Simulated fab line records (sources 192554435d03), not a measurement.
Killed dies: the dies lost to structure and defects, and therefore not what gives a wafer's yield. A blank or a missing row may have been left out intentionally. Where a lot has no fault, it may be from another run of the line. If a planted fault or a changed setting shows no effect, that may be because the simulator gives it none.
fab line records | flow n5Finfet
[record] lots = 12 wafers = 33 lastDay = 23
route steps=1938 shown BEOL_M10@1473
lots that met no fault: from a run of the same line without faults
startH: hours from the record's first day to the start of the lot's first wafer shown | waitH: how many hours have passed since the lot's step before this one | " identical to the entry in the row above | L1.1+2: one row covering several wafers at once | - either no value or no given start | * or withheld: withheld | < > ~ a bound
route shown NAME@n: names a module that has steps shown in the file, with the first one's number in the route | usual: the fault-free wafers' mean and standard deviation | same: alike in all rows | chamber/n: place in a boat | sites: per-site readings | _std_site: standard deviation across them | _edge_site: the outer-site mean with the inner-site mean subtracted | radiusMm: for every site, how far away it sits from the centre of the wafer | mask NAME#n: copy n | behind: the last tool/chamber to shape the wafer | hold: what put the lot on hold/how long, in hours/how the hold closed | device: names the non-switching transistor (n, p or np) | end of line: at the end of the route, the tests of the same wafers | a step given without rows: its recipe and nothing more | killed: the dies lost at the first sort to structure and to defects; this is not the yield of the wafer | map: the dies of a wafer, with x for killed, . for not killed, _ for no die there
set.NAME: the setting that was run; set.NAME@STEP: the one run at that earlier step | model.NAME: the simulator's own value behind a step, which no gauge read
one table for each step of the route and one row for each wafer, over a sample of lots
services: the hour from which a tool's chamber was out of use, counted from the record's first day as startH (under 0 if before that day), plus the number of hours and why
[[steps]]
[step N5_BEOL_M10_PECVD_70]
[recipe] material = SiO2 targetThkA = 200 tempC = 400 precursor = TEOS/O2 pressureTorr = 5.5 rfW = 450 teosFlowSccm = 53.8 gas = O2 flowSccm = 3000 timeS = 22.7
[usual] chamberPressureTorr = 5.501/0.012 heaterPowerW = 706/100 showerheadPlenumPTorr = 8.79/0.054 throttleValvePct = 21.9/0.99
// columns lot.wafer tool chamber startH waitH chamberPressureTorr heaterPowerW showerheadPlenumPTorr throttleValvePct
L905.2 pecvd-04 2 360.18 0.0 5.493 693 8.73 21.3
L905.4 " 2 " " 5.526 692 8.73 21.0
L905.6 " 1 " " 5.507 758 8.82 22.3
L901.2 pecvd-04 1 394.05 0.0 5.512 818 8.84 22.3
L901.4 " 2 " " 5.499 724 8.75 21.3
L901.5 " 0 " " 5.506 718 8.84 21.0
L906.1 pecvd-02 1 395.52 0.0 5.494 542 8.78 20.4
L906.2 " 2 " " 5.497 748 8.67 22.3
L906.3 " 0 " " 5.494 533 8.82 22.9
L911.1 pecvd-02 2 408.25 0.0 5.513 712 8.67 22.6
L911.2 " 1 " " 5.524 496 8.82 20.2
L911.3 " 0 " " 5.498 568 8.84 22.5
L908.2 pecvd-04 0 443.46 0.0 5.510 737 8.82 20.6
L908.3 " 1 " " 5.507 822 8.80 22.6
L908.5 " 1 " " 5.508 833 8.78 22.5
L910.1 pecvd-04 1 443.64 0.0 5.496 787 8.80 22.6
L910.3 " 2 " " 5.530 623 8.72 21.4
L910.4 " 1 " " 5.509 793 8.81 22.6
L909.1 pecvd-04 2 452.70 0.0 5.523 630 8.74 21.4
L909.5 " 0 " " 5.506 771 8.86 20.6
L909.6 " 1 " " 5.508 791 8.78 22.5
L914.2 pecvd-04 2 453.48 0.0 5.493 616 8.73 21.2
L914.4 " 2 " " 5.498 604 8.74 21.5
L914.6 " 0 " " 5.504 794 8.82 20.7
L913.2 pecvd-03 2 455.09 0.0 5.507 758 8.85 22.6
L913.3 " 0 " " 5.484 848 8.77 23.3
L913.4 " 2 " " 5.493 776 8.85 22.7
L915.4 pecvd-03 2 462.06 0.1 5.481 807 8.82 22.3
L915.5 " 1 " " 5.502 696 8.84 22.9
L916.4 pecvd-02 0 465.64 0.1 5.497 513 8.84 22.7
L916.5 " 1 " " 5.488 551 8.81 20.0
L920.3 pecvd-02 2 486.68 0.0 5.501 761 8.66 23.0
L920.4 " 1 " " 5.508 553 8.82 20.4
[step N5_BEOL_M10_HM_DEP_02]
[recipe] material = TiN targetThkA = 200 tempC = 25 chamberPressurePa = 0.49996
[usual] throttleValvePct = 30.0/0.97
// columns lot.wafer tool chamber startH waitH throttleValvePct
L905.2 pvdSputter-01 - 360.24 0.0 28.6
L905.4 " - " " 31.2
L905.6 " - " " 28.6
L901.2 pvdSputter-02 - 398.37 4.3 31.1
L901.4 " - " " 29.8
L901.5 " - " " 30.3
L906.1 pvdSputter-01 - 398.64 3.1 27.3
L906.2 " - " " 28.6
L906.3 " - " " 30.9
L911.1 pvdSputter-02 - 412.45 4.2 29.8
L911.2 " - " " 31.2
L911.3 " - " " 30.9
L908.2 pvdSputter-03 - 447.82 4.3 30.9
L908.3 " - " " 29.7
L908.5 " - " " 29.9
L910.1 pvdSputter-03 - 447.92 4.3 29.9
L910.3 " - " " 31.1
L910.4 " - " " 30.2
L909.1 pvdSputter-02 - 452.76 0.0 31.2
L909.5 " - " " 31.2
L909.6 " - " " 31.1
L914.2 pvdSputter-03 - 455.78 2.3 31.2
L914.4 " - " " 29.8
L914.6 " - " " 29.5
L913.2 pvdSputter-03 - 456.46 1.3 31.2
L913.3 " - " " 29.7
L913.4 " - " " 29.7
L915.4 pvdSputter-01 - 463.94 1.9 27.4
L915.5 " - " " 27.5
L916.4 pvdSputter-02 - 467.51 1.9 31.3
L916.5 " - " " 31.1
L920.3 pvdSputter-03 - 487.58 0.9 29.9
L920.4 " - " " 30.8
[step N5_BEOL_M10_CD_MEAS_11]
[recipe] targetCdNm = 64.1 landingEnergyEv = 500 detector = seInlens polarity = opening
[usual] cdNm = 64.1/0.49
// columns lot.wafer tool chamber startH waitH cdNm
L905.2 cdSem-02 0 360.74 - 64.4
L905.4 " 0 " " 63.5
L905.6 " 0 " " 64.1
L901.2 cdSem-01 0 398.86 - 63.5
L901.4 " 0 " " 64.7
L901.5 " 0 " " 63.6
L906.1 cdSem-01 0 399.14 - 64.4
L906.2 " 0 " " 64.1
L906.3 " 0 " " 64.6
L911.1 cdSem-02 0 412.95 - 63.9
L911.2 " 0 " " 63.8
L911.3 " 0 " " 64.0
L908.2 cdSem-03 0 448.32 - 63.4
L908.3 " 0 " " 63.2
L908.5 " 0 " " 63.7
L910.1 cdSem-01 0 448.48 - 64.6
L910.3 " 0 " " 63.7
L910.4 " 0 " " 64.0
L909.1 cdSem-01 0 453.13 - 63.8
L909.5 " 0 " " 63.6
L909.6 " 0 " " 63.7
L914.2 cdSem-01 0 456.28 - 63.9
L914.4 " 0 " " 63.6
L914.6 " 0 " " 63.7
L913.2 cdSem-03 0 456.83 - 64.2
L913.3 " 0 " " 63.7
L913.4 " 0 " " 63.0
L915.4 cdSem-03 0 464.45 - 63.9
L915.5 " 0 " " 63.7
L916.4 cdSem-03 0 467.89 - 63.9
L916.5 " 0 " " 64.9
L920.3 cdSem-03 0 487.95 - 64.5
L920.4 " 0 " " 63.9
[step N5_BEOL_M10_ETCH_61]
[recipe] chemistry = CF4 target = SiARC targetDepthA = 390 maskMaterial = CAR-ArF timeS = 65 ionEnergyEv = 80 pressureMtorr = 40 sourceW = 545 biasW = 36 Ar_flow_sccm = 100 cf4FlowSccm = 100 ends = cleared
[usual] drypumpMotorCurrentA = 5.7/0.45 etchRfOnTimeS = 65.1/2 oesProductAu = 0.69/0.071 rfVppV = 184.2/1.4 showerheadPlenumPTorr = 2.15/0.081 throttleValvePct = 15.61/0.22
// columns lot.wafer tool chamber startH waitH drypumpMotorCurrentA etchRfOnTimeS oesProductAu rfHoursCounterH rfVppV showerheadPlenumPTorr throttleValvePct
L905.2 rieDiel-06 3 360.86 0.0 6.0 66.1 0.60 211 181.4 1.97 15.88
L905.4 " 0 " " 5.0 63.8 0.73 - 183.3 2.17 15.40
L905.6 " 3 " " 6.0 66.5 0.61 - 179.6 1.97 15.90
L901.2 rieDiel-03 3 398.99 0.0 6.0 61.6 0.77 42 185.5 2.28 15.44
L901.4 " 1 " " 5.4 63.9 0.61 243 183.9 2.20 15.61
L901.5 " 3 " " 6.0 62.1 0.77 - 184.8 2.28 15.45
L906.1 rieDiel-03 1 399.41 0.0 5.4 64.9 0.60 243 184.6 2.20 15.62
L906.2 " 0 " " 6.1 66.7 0.58 225 185.3 2.11 15.96
L906.3 " 3 " " 6.0 61.6 0.77 42 186.7 2.28 15.44
L911.1 rieDiel-03 1 413.08 0.0 5.5 64.0 0.60 246 184.1 2.20 15.62
L911.2 " 0 " " 6.1 67.4 0.58 228 185.3 2.11 15.96
L911.3 " 3 " " 6.0 61.3 0.77 46 185.3 2.27 15.46
L908.2 rieDiel-02 1 448.44 0.0 6.1 68.8 0.62 153 184.2 2.22 15.42
L908.3 " 0 " " 6.5 68.5 0.64 122 182.5 2.15 15.81
L908.5 " 0 " " 6.5 69.1 0.63 - 184.6 2.15 15.81
L910.1 rieDiel-06 3 448.61 0.0 5.9 65.8 0.59 237 182.3 1.97 15.94
L910.3 " 1 " " 6.1 65.7 0.70 75 182.8 2.08 15.66
L910.4 " 0 " " 5.0 63.5 0.70 93 185.4 2.16 15.45
L909.1 rieDiel-06 1 453.25 0.0 6.1 66.0 0.70 76 182.5 2.08 15.66
L909.5 " 0 " " 5.0 63.7 0.70 - 182.8 2.16 15.44
L909.6 " 1 " " 6.0 65.1 0.71 - 185.4 2.08 15.67
L914.2 rieDiel-02 0 456.84 0.0 6.5 68.4 0.63 125 184.1 2.15 15.81
L914.4 " 1 " " 6.2 68.3 0.62 156 185.7 2.22 15.42
L914.6 " 3 " " 5.2 63.4 0.68 - 185.9 2.16 15.65
L913.2 rieDiel-06 0 457.66 0.0 5.1 63.6 0.71 96 183.5 2.16 15.46
L913.3 " 2 " " 5.2 65.2 0.76 17 183.9 2.11 15.64
L913.4 " 1 " " 6.1 65.0 0.71 77 182.9 2.08 15.68
L915.4 rieDiel-06 0 464.57 0.0 5.0 45.5 0.85 98 185.7 2.16 15.46
L915.5 " 3 " " 5.9 66.3 0.59 - 181.5 1.96 15.95
L916.4 rieDiel-06 0 468.01 0.0 5.1 45.0 0.86 99 183.4 2.16 15.46
L916.5 " 2 " " 5.1 66.5 0.76 - 184.9 2.10 15.65
L920.3 rieDiel-06 0 488.16 0.0 5.0 63.8 0.69 107 184.3 2.16 15.46
L920.4 " 2 " " 5.1 46.8 0.92 - 182.6 2.10 15.67
[[services]]
// columns tool chamber startH hours kind
rieDiel-06 1 343.30 4.5 repair
pecvd-02 0 345.10 2.8 repair
rieDiel-06 1 355.00 6.7 repair
rieDiel-06 2 370.00 - clean
rieDiel-06 2 370.00 - consumableReplace:focusRing
rieDiel-06 2 370.00 19.4 scheduledDown
rieDiel-06 2 370.00 19.4 ventCycle
rieDiel-02 - 374.32 0.4 repair
pecvd-03 2 378.09 4.2 repair
pecvd-02 2 412.23 2.6 repair
pecvd-02 - 430.83 0.7 repair
pecvd-02 0 437.61 12.9 repair
pvdSputter-01 - 437.89 2.9 repair
pecvd-03 - 445.76 6.0 pm
pvdSputter-01 - 460.30 2.2 repair
pvdSputter-01 - 466.61 5.2 repair
rieDiel-03 3 468.17 1.3 repair
rieDiel-02 1 474.38 3.1 repair
rieDiel-06 3 488.13 - clean
rieDiel-06 3 488.13 - consumableReplace:esc
rieDiel-06 3 488.13 - consumableReplace:focusRing
rieDiel-06 3 488.13 - consumableReplace:showerhead
rieDiel-06 3 488.13 28.5 scheduledDown
rieDiel-06 3 488.13 28.5 ventCycle
[[key]]
[firstSign] step = N5_BEOL_M10_ETCH_61 reading = etchRfOnTimeS direction = down sigmas = 9.6 usual = * struck = *
[effect] step = N5_BEOL_M10_ETCH_61 reading = oesProductAu direction = up sigmas = 2.7 usual = 0.69 struck = 0.88
metAt N5_BEOL_M10_ETCH_61
struckLots L915,L916,L920
struckWafers L915.4,L916.4,L920.4
notActingAt N5_BEOL_M10_PECVD_70,N5_BEOL_M10_HM_DEP_02,N5_BEOL_M10_CD_MEAS_11
onsetBetween 457.66 464.57
[fault] kind = processParameterDrift tool = rieDiel-06 chamber = - onsetH = 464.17 steps = N5_BEOL_M10_ETCH_61 channel = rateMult offset = 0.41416 shape = step endH = 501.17 scope = struckWafersOnly
